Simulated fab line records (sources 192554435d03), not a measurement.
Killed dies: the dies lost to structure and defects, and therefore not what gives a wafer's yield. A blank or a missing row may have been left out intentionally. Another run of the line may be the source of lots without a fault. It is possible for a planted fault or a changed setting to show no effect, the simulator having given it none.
A lot that was struck, set against a sound lot || flow n5 finfet || 17 steps out of a route of 1938
Sound: wafers L694.2, L694.3, L694.5. Wafers struck: L699.4, L699.6. Last of all comes the cause.
For every step that has rows: the tool of each side, followed by ch and its chambers, followed by its first start. Under that, the readings that differ: sound wafers || struck wafers || difference of the means || sigmas: that difference in standard deviations of wafers without a fault.
alike: words and numbers the same on both sides, and readings whose means are apart by under 2 such deviations; not compared: readings that were withheld, readings missing a value for some wafer, numbers with overlapping values and no deviation given by the record, and bounds like >300 which may hide the same value.
The two part at a step that has a row with sigmas, a row that says differs or no value, or rows on one side only. When numbers do not overlap yet have no deviation, they are printed without sigmas and do not part them. Lack of a reading on every wafer of one side parts them only where that side has two or more wafers.

first, 5 steps without rows for these wafers: N5_SD_EPI_P_EBR_05; N5_SD_EPI_P_SOFTBAKE_04 (time 60 s); N5_SD_EPI_P_EXPOSE_06 (exposes mask SD P BLK, target cd 240 nm); N5_SD_EPI_P_PEB_07 (peb time 60 s); N5_SD_EPI_P_DEVELOP_08 (develop time 30 s).
N5_SD_EPI_P_CD_MEAS_09: target cd 240 nm.
  sound on cd sem-02 ch 0, day 3 19:31; struck on cd sem-02 ch 0, day 5 04:53
  alike: cd nm
N5_SD_EPI_P_OVL_MEAS_10:
  sound on overlay-02 ch 0, day 3 19:32; struck on overlay-01 ch 0, day 5 04:55
  alike: SD_P_BLK_OVL
N5_SD_EPI_P_INSPECT_11: inspects for defects (macro).
  sound: defect inspect-02 at day 3 19:34; struck: defect inspect-02 at day 5 04:56
  alike: raw defect count
N5_SD_EPI_P_DESCUM_14: chemistry O2, time 7.9 s.
  sound on rie diel-05 ch 0,1,3, day 3 19:35; struck on rie diel-05 ch 2,3, day 5 04:58
  alike: drypump motor current A, oes product au, rf vpp V, showerhead plenum p Torr, temp c, throttle valve pct
  not compared: rf hours counter h
N5_SD_EPI_P_ETCH_36: etches SiARC in CF4, target depth 45.5 nm, time 75.8 s.
  sound on rie diel-05 ch 0,1,3, day 3 19:38; struck on rie diel-05 ch 2,3, day 5 05:00
  alike: bias w, drypump motor current A, etch rf on time s, oes product au, rf vpp V, showerhead plenum p Torr, throttle valve pct
  not compared: rf hours counter h
N5_SD_EPI_P_ETCH_37: etches SOC in N2/H2, overetch 108 nm, time 486 s.
  sound on rie diel-05 ch 0,1,3, day 3 19:41; struck on rie diel-05 ch 2,3, day 5 05:03
  alike: bias w, drypump motor current A, oes product au, rf vpp V, showerhead plenum p Torr, temp c, throttle valve pct
  not compared: rf hours counter h
then, 1 step without rows for these wafers: N5_SD_EPI_P_STRIP_38 (strips in N2/H2).
N5_SD_EPI_P_ETCHBACK_46: etches SiNx in CH3F/O2, stops on SiO2, target depth 17.5 nm.
  sound on rie diel-05 ch 0,1,3, day 3 20:01; struck on rie diel-05 ch 2,3, day 5 05:23
{"reading": "model.SiARC_of_SD_EPI_P_COAT_35.thk nm (nm)", "sound": "15 14.8 15.4", "struck": "16.4 16.6", "difference": "+1.4", "sigmas": ""}
  alike: bias w, drypump motor current A, oes_ar_750_au, oes product au, rf vpp V, showerhead plenum p Torr, throttle valve pct
  not compared: rf hours counter h
N5_SD_EPI_P_ETCH_47: etches SiOCN in CH3F/O2, target depth 25 nm.
  sound on rie diel-05 ch 0,1,3, day 3 20:07; struck on rie diel-05 ch 2,3, day 5 05:29
{"reading": "oes product au (a.u.)", "sound": "0.73 0.80 0.83", "struck": "0.69 0.51", "difference": -0.19, "sigmas": -2}
  alike: bias w, drypump motor current A, oes_ar_750_au, rf vpp V, showerhead plenum p Torr, throttle valve pct
  not compared: rf hours counter h
N5_SD_EPI_P_ETCH_16: etches SiO2 in CHF3/O2, target depth 5 nm.
  sound on rie diel-05 ch 0,1,3, day 3 20:13; struck on rie diel-05 ch 2,3, day 5 05:35
{"reading": "model.SiARC_of_SD_EPI_P_COAT_35.thk nm (nm)", "sound": "11.4 11.4 12", "struck": "12.8 13", "difference": "+1.3", "sigmas": ""}
  alike: bias w, drypump motor current A, oes_ar_750_au, oes product au, rf vpp V, showerhead plenum p Torr, throttle valve pct
  not compared: rf hours counter h
then, 1 step without rows for these wafers: N5_SD_EPI_P_STRIP_50 (strips in CHF3/O2).
-- here the record skips 5 days between the struck wafers' starts before and after, leaving off in module SD_EPI_P and picking up in module BEOL_M4 (first step shown: number 1111 of the route) --
N5_BEOL_M4_RC_MEAS_101:
  sound on prober-02 ch 0, day 8 01:28; struck on prober-01 ch 0, day 9 17:57
  alike: DIBL_N, DIBL_P, IOFF_N, IOFF_P, ION_N, ION_P, SS_N, SS_P, VT_N, VT_P

WHERE THEY PART
N5_SD_EPI_P_ETCH_47 only, going by this record. Later steps at which nothing parts them and some readings are alike: N5_SD_EPI_P_ETCH_16, N5_BEOL_M4_RC_MEAS_101.

WHY: the cause the simulator had injected
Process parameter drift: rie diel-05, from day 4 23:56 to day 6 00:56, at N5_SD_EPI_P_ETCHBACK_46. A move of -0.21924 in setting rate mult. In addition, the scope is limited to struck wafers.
